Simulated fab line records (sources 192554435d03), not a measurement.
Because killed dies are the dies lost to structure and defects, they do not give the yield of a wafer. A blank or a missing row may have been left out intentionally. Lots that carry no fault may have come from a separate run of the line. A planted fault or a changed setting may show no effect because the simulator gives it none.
fab line records | flow n5-finfet
record lots=11 wafers=31 last-day=17
route steps=1938 shown BEOL_M3@1004 BEOL_M4@1023 PASSIVATION@1936
lots untouched by any fault: they come from a run of this same line in which no faults occurred
start-h: start of the lot's first displayed wafer, in hours after the record's first day | wait-h: time in hours since the lot's previous step | " repeats the value in the row above | L1.1+2: a single row standing in for several wafers | - either no value or no given start | * or withheld: withheld | < > ~ a bound
route shown NAME@n: a module of which the file shows steps, and the number in the route of the first | usual: the fault-free wafers' mean and standard deviation | same: alike in all rows | chamber/n: place in a boat | sites: the reading at each site | _std_site: how widely they spread, as a standard deviation | _edge_site: the outer-site mean with the inner-site mean subtracted | radius-mm: for every site, how far away it sits from the centre of the wafer | mask NAME#n: copy n | behind: the tool/chamber that last shaped the wafer | hold: why the lot was held/for how many hours/how that ended | device: which transistor (n, p or np) failed to switch | end of line: tests of these same wafers at the route's end | where a step has no rows: the recipe by itself | killed: at the first sort, the dies lost to defects and structure; wafer yield is something else | map: the dies of a wafer, with x for killed, . for not killed, _ for no die there
set.NAME: the setting that was run; set.NAME@STEP: the one run at that earlier step | model.NAME: the simulator's own value behind a step, which no gauge read
the route's steps for a sample of lots (tables are steps, rows are wafers)
services: when a tool's chamber went out of use (start-h, in hours from the record's first day, below 0 if earlier), for how many hours, and the reason
## steps
# step N5_BEOL_M3_SPUTTER_90
# recipe material=Cu target-thk-a=45 temp-c=-20 chamber-pressure-pa=0.07 power-w=withheld time-s=8.29
# usual throttle-valve-pct=30.2/1.5
# columns lot.wafer tool chamber start-h wait-h throttle-valve-pct
L960.2 pvd-sputter-02 - 157.58 0.1 32.2
L960.4 " - " " 30.1
L960.5 " - " " 30.2
L962.1 pvd-sputter-01 - 173.24 0.1 30.6
L962.2 " - " " 29.9
L962.3 " - " " 28.3
L965.1 pvd-sputter-01 - 176.92 0.1 28.5
L965.4 " - " " 30.1
L965.6 " - " " 30.7
L967.2 pvd-sputter-03 - 186.48 0.1 29.9
L967.3 " - " " 32.0
L967.4 " - " " 29.1
L971.4 pvd-sputter-01 - 218.03 0.1 31.0
L971.5 " - " " 30.9
L971.6 " - " " 28.5
L973.2 pvd-sputter-01 - 231.12 0.1 28.4
L973.5 " - " " 29.8
L973.6 " - " " 28.3
L974.1 pvd-sputter-02 - 234.57 0.1 31.3
L974.2 " - " " 31.9
L974.6 " - " " 32.2
L975.1 pvd-sputter-02 - 242.30 0.1 31.7
L975.3 " - " " 30.6
L975.5 " - " " 31.8
L977.1 pvd-sputter-01 - 249.26 0.1 28.6
L977.3 " - " " 30.4
L977.5 " - " " 28.5
L979.3 pvd-sputter-02 - 264.00 0.1 31.3
L979.4 " - " " 32.4
L982.1 pvd-sputter-03 - 282.06 0.1 31.5
L982.5 " - " " 31.9
# step N5_BEOL_M4_PECVD_72
# recipe material=SiO2 target-thk-a=160 temp-c=400 precursor=TEOS/O2 pressure-torr=5.5 rf-w=450 teos-flow-sccm=53.8 gas=O2 flow-sccm=3000 time-s=18
# usual heater-power-w=705/83 showerhead-plenum-p-Torr=8.75/0.075 throttle-valve-pct=22.6/1.1
# columns lot.wafer tool chamber start-h wait-h heater-power-w showerhead-plenum-p-Torr throttle-valve-pct
L960.2 pecvd-04 2 159.46 0.0 738 8.70 21.3
L960.4 " 2 " " 712 8.72 21.3
L960.5 " 2 " " 717 8.69 21.3
L962.1 pecvd-04 2 175.13 0.0 763 8.70 21.2
L962.2 " 0 " " 779 8.83 22.3
L962.3 " 1 " " 642 8.85 22.7
L965.1 pecvd-02 2 178.79 0.0 636 8.77 21.4
L965.4 " 0 " " 826 8.84 23.9
L965.6 " 2 " " 670 8.76 21.3
L967.2 pecvd-01 1 188.42 0.0 649 8.59 24.9
L967.3 " 2 " " 611 8.71 23.4
L967.4 " 1 " " 665 8.60 24.9
L971.4 pecvd-02 0 219.93 0.1 783 8.81 24.0
L971.5 " 2 " " 658 8.76 21.5
L971.6 " 1 " " 604 8.74 22.4
L973.2 pecvd-02 2 233.38 0.0 634 8.77 21.5
L973.5 " 1 " " 586 8.72 22.3
L973.6 " 2 " " 649 8.76 21.5
L974.1 pecvd-01 2 236.55 0.0 692 8.71 22.0
L974.2 " 1 " " 672 8.62 24.7
L974.6 " 1 " " 670 8.59 25.0
L975.1 pecvd-02 1 244.18 0.0 602 8.75 22.3
L975.3 " 0 " " 773 8.83 24.1
L975.5 " 1 " " 609 8.76 22.0
L977.1 pecvd-02 2 251.15 0.0 645 8.78 21.8
L977.3 " 1 " " 549 8.77 22.0
L977.5 " 0 " " 750 8.80 24.0
L979.3 pecvd-04 0 265.87 0.0 757 8.82 22.4
L979.4 " 1 " " 746 8.82 22.8
L982.1 pecvd-04 2 284.13 0.0 771 8.69 21.8
L982.5 " 1 " " 673 8.85 22.9
# step N5_BEOL_M4_COAT_05
# recipe resist=CAR-EUV spin-rpm=1500 resist-thk-nm=30
# usual dispense-pressure-kPa=50/5.2 spin-speed-rpm=1500.0/1.1
# columns lot.wafer tool chamber start-h wait-h dispense-pressure-kPa spin-speed-rpm
L960.2 litho-track-04 0 162.90 - 45 1500.0
L960.4 " 0 " " 45 1500.7
L960.5 " 0 " " 45 1500.8
L962.1 litho-track-01 0 175.39 - 47 1498.1
L962.2 " 0 " " 47 1498.7
L962.3 " 0 " " 47 1499.7
L965.1 litho-track-03 0 180.27 - 57 1499.9
L965.4 " 0 " " 57 1501.6
L965.6 " 0 " " 57 1501.1
L967.2 litho-track-03 0 189.63 - 57 1498.5
L967.3 " 0 " " 57 1500.2
L967.4 " 0 " " 57 1498.4
L971.4 litho-track-04 0 220.80 - 45 1729.9
L971.5 " 0 " " 45 1728.3
L971.6 " 0 " " 45 1729.2
L973.2 litho-track-04 0 235.00 - 45 1729.4
L973.5 " 0 " " 45 1729.4
L973.6 " 0 " " 45 1729.3
L974.1 litho-track-03 0 238.63 - 57 1498.5
L974.2 " 0 " " 57 1501.3
L974.6 " 0 " " 57 1499.7
L975.1 litho-track-01 0 245.54 - 47 1498.2
L975.3 " 0 " " 47 1500.7
L975.5 " 0 " " 47 1500.3
L977.1 litho-track-03 0 253.03 - 57 1499.8
L977.3 " 0 " " 57 1499.2
L977.5 " 0 " " 57 1498.4
L979.3 litho-track-01 0 266.82 - 47 1501.2
L979.4 " 0 " " 47 1501.4
L982.1 litho-track-03 0 284.70 - 57 1500.2
L982.5 " 0 " " 57 1499.5
# step N5_BEOL_M4_CD_MEAS_11
# recipe target-cd-nm=16.79 landing-energy-ev=500 detector=se-inlens polarity=opening
# usual cd-nm=16.80/0.27
# columns lot.wafer tool chamber start-h wait-h cd-nm
L960.2 cd-sem-03 0 163.16 - 16.82
L960.4 " 0 " " 16.81
L960.5 " 0 " " 16.81
L962.1 cd-sem-03 0 175.66 - 16.10
L962.2 " 0 " " 16.73
L962.3 " 0 " " 16.93
L965.1 cd-sem-03 0 180.53 - 16.91
L965.4 " 0 " " 16.00
L965.6 " 0 " " 16.77
L967.2 cd-sem-03 0 189.89 - 16.32
L967.3 " 0 " " 16.90
L967.4 " 0 " " 16.76
L971.4 cd-sem-03 0 221.07 - 16.90
L971.5 " 0 " " 16.77
L971.6 " 0 " " 17.16
L973.2 cd-sem-02 0 235.27 - 16.89
L973.5 " 0 " " 16.59
L973.6 " 0 " " 16.71
L974.1 cd-sem-03 0 238.91 - 17.05
L974.2 " 0 " " 16.88
L974.6 " 0 " " 16.81
L975.1 cd-sem-02 0 245.80 - 17.43
L975.3 " 0 " " 17.22
L975.5 " 0 " " 16.90
L977.1 cd-sem-03 0 253.29 - 16.93
L977.3 " 0 " " 16.82
L977.5 " 0 " " 16.89
L979.3 cd-sem-02 0 267.08 - 16.45
L979.4 " 0 " " 16.85
L982.1 cd-sem-01 0 284.96 - 16.58
L982.5 " 0 " " 16.48
# step N5_BEOL_M4_RC_MEAS_101
# usual DIBL_N=37.1/1.9 DIBL_P=37.2/2.3 IOFF_N=0.18/0.04 IOFF_P=0.23/0.044 ION_N=682/11 ION_P=468/8.6 SS_N=71.9/0.68 SS_P=73.5/0.74 VT_N=248/3.4 VT_P=-248/3.4
# columns lot.wafer tool chamber start-h wait-h DIBL_N[mV/V] DIBL_P[mV/V] IOFF_N[nA/um] IOFF_P[nA/um] ION_N[uA/um] ION_P[uA/um] SS_N[mV/dec] SS_P[mV/dec] VT_N[mV] VT_P[mV]
L960.2 prober-01 0 170.05 0.2 38.1 37.9 0.19 0.25 676 471 71.6 73.4 248 -247
L960.4 " 0 " " 35.5 34.4 0.13 0.20 668 460 71.4 72.3 254 -250
L960.5 " 0 " " 38.4 37.7 0.19 0.25 679 465 72.1 73.3 250 -248
L962.1 prober-02 0 191.06 0.2 33.6 34.6 0.13 0.19 662 461 71.1 73.4 254 -249
L962.2 " 0 " " 35.1 36.4 0.16 0.22 683 468 71.5 74.3 251 -245
L962.3 " 0 " " 34.7 36.5 0.15 0.22 676 475 71.6 73.2 252 -249
L965.1 prober-01 0 192.99 0.0 40.9 38.9 0.24 0.29 696 474 72.2 73.9 242 -246
L965.4 " 0 " " 38.7 35.7 0.19 0.22 677 460 71.5 72.8 246 -248
L965.6 " 0 " " 39.4 37.6 0.19 0.25 678 463 71.9 73.9 248 -248
L967.2 prober-02 0 198.42 0.2 32.9 33.4 0.11 0.16 660 455 70.7 72.0 254 -254
L967.3 " 0 " " 35.6 35.8 0.16 0.19 679 461 71.8 72.5 248 -252
L967.4 " 0 " " 34.9 34.8 0.15 0.17 670 460 72.0 72.5 249 -254
L971.4 prober-02 0 235.29 0.5 38.6 40.8 0.19 0.26 694 468 72.2 74.1 248 -250
L971.5 " 0 " " 39.9 42.4 0.22 0.29 702 486 71.9 75.0 246 -244
L971.6 " 0 " " 34.0 34.9 0.12 0.18 671 468 70.4 72.1 254 -251
L973.2 prober-01 0 242.67 0.2 36.4 36.6 0.16 0.24 687 478 71.4 72.7 245 -246
L973.5 " 0 " " 37.9 37.9 0.20 0.28 696 480 71.8 73.4 245 -246
L973.6 " 0 " " 37.2 36.3 0.18 0.24 676 460 71.7 73.3 248 -246
L974.1 prober-02 0 246.10 0.0 38.3 39.1 0.22 0.28 692 470 72.2 73.0 246 -246
L974.2 " 0 " " 37.2 36.0 0.18 0.21 667 453 73.5 73.0 251 -252
L974.6 " 0 " " 37.1 35.7 0.19 0.21 663 458 72.6 73.1 248 -251
L975.1 prober-02 0 256.00 0.0 34.2 33.6 0.12 0.17 650 453 71.5 72.0 253 -255
L975.3 " 0 " " 38.1 38.7 0.18 0.23 687 467 71.6 73.6 251 -249
L975.5 " 0 " " 39.3 41.4 0.20 0.28 679 460 72.3 74.5 250 -245
L977.1 prober-02 0 265.64 0.0 38.1 37.8 0.16 0.21 685 469 71.9 73.6 250 -252
L977.3 " 0 " " 37.3 37.4 0.18 0.22 687 471 72.5 73.9 247 -251
L977.5 " 0 " " 37.4 37.3 0.16 0.21 676 470 72.7 72.8 251 -251
L979.3 prober-01 0 276.53 0.3 36.9 35.7 0.17 0.18 666 444 73.2 73.4 250 -256
L979.4 " 0 " " 37.8 35.7 0.19 0.19 670 452 73.0 73.2 251 -253
L982.1 prober-01 0 294.81 0.0 36.3 37.3 0.19 0.26 689 471 72.2 73.4 246 -245
L982.5 " 0 " " 32.8 33.6 0.13 0.20 652 457 71.2 71.7 253 -250
# step N5_PASSIVATION_PROBE_49
# usual defect-limited-yield=91.5/1.4 killed_at_M0_to_M3=32/9.7 killed_at_M4_up=14/5.3 killed-at-contacts=11/6 killed-at-front-end=39/14 killed-at-other=3.3/2.7 killed-dies=100/17 killed-open=66/13 killed-short=32/7.4 sort_bin_5_function=4.9/0.9 sort_bin_6_memory=3.2/0.72 sort_bin_8_speed=0.00/0.0071 sort-n-pass=1080/17 sort-yield-pct=91.5/1.4
# same gross-dies=1180 killed-at-back-side=0 sort_bin_4_leakage[%]=0
# columns lot.wafer tool chamber start-h wait-h defect-limited-yield[%] killed_at_M0_to_M3 killed_at_M4_up killed-at-contacts killed-at-front-end killed-at-other killed-dies killed-open killed-short sort_bin_5_function[%] sort_bin_6_memory[%] sort_bin_8_speed[%] sort-n-pass sort-yield-pct[%]
L979.3 prober-02 - 377.55 0.1 90.8 26 7 30 46 0 109 79 29 5.8 3.0 0 1071 90.8
# killed by level:class
L979.3 MOL_CONTACT_COAG:geometric-particle:open=28 FIN_SAQP:geometric-particle:open=10 FIN_SAQP:geometric-particle:short=9 BEOL_M0_SAQP:geometric-particle:open=8 STI_FIN_REVEAL:geometric-particle:open=7 BEOL_M1:geometric-particle:short=7 STARTING-WAFER:geometric-particle:open=7 BEOL_M0_SAQP:geometric-particle:short=4
## services
# columns tool chamber start-h hours kind
pecvd-01 2 135.18 6.6 repair
pvd-sputter-03 - 139.16 3.7 repair
pecvd-04 - 150.90 5.4 repair
pecvd-04 1 158.40 2.1 scheduled-down
litho-track-01 - 161.72 - consumable-replace:filter
litho-track-01 - 175.14 - consumable-replace:filter
pecvd-01 2 202.38 - clean
pecvd-01 2 202.38 - consumable-replace:showerhead
pecvd-01 2 202.38 29.0 scheduled-down
pecvd-01 2 202.38 29.0 vent-cycle
pecvd-01 0 232.98 16.5 scheduled-down
pecvd-02 - 245.16 1.7 repair
## key
first-sign step=N5_BEOL_M4_COAT_05 reading=spin-speed-rpm direction=up sigmas=99+ usual=* struck=*
effect none on later readings
met-at N5_BEOL_M4_COAT_05
struck-lots L971,L973
not-acting-at N5_BEOL_M3_SPUTTER_90,N5_BEOL_M4_PECVD_72,N5_BEOL_M4_CD_MEAS_11
onset-between 162.90 220.80
fault kind=process-parameter-drift tool=litho-track-04 chamber=- onset-h=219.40 steps=N5_BEOL_M4_COAT_05 channel=spin-rpm offset=* shape=step end-h=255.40 acts-in=* stated=*
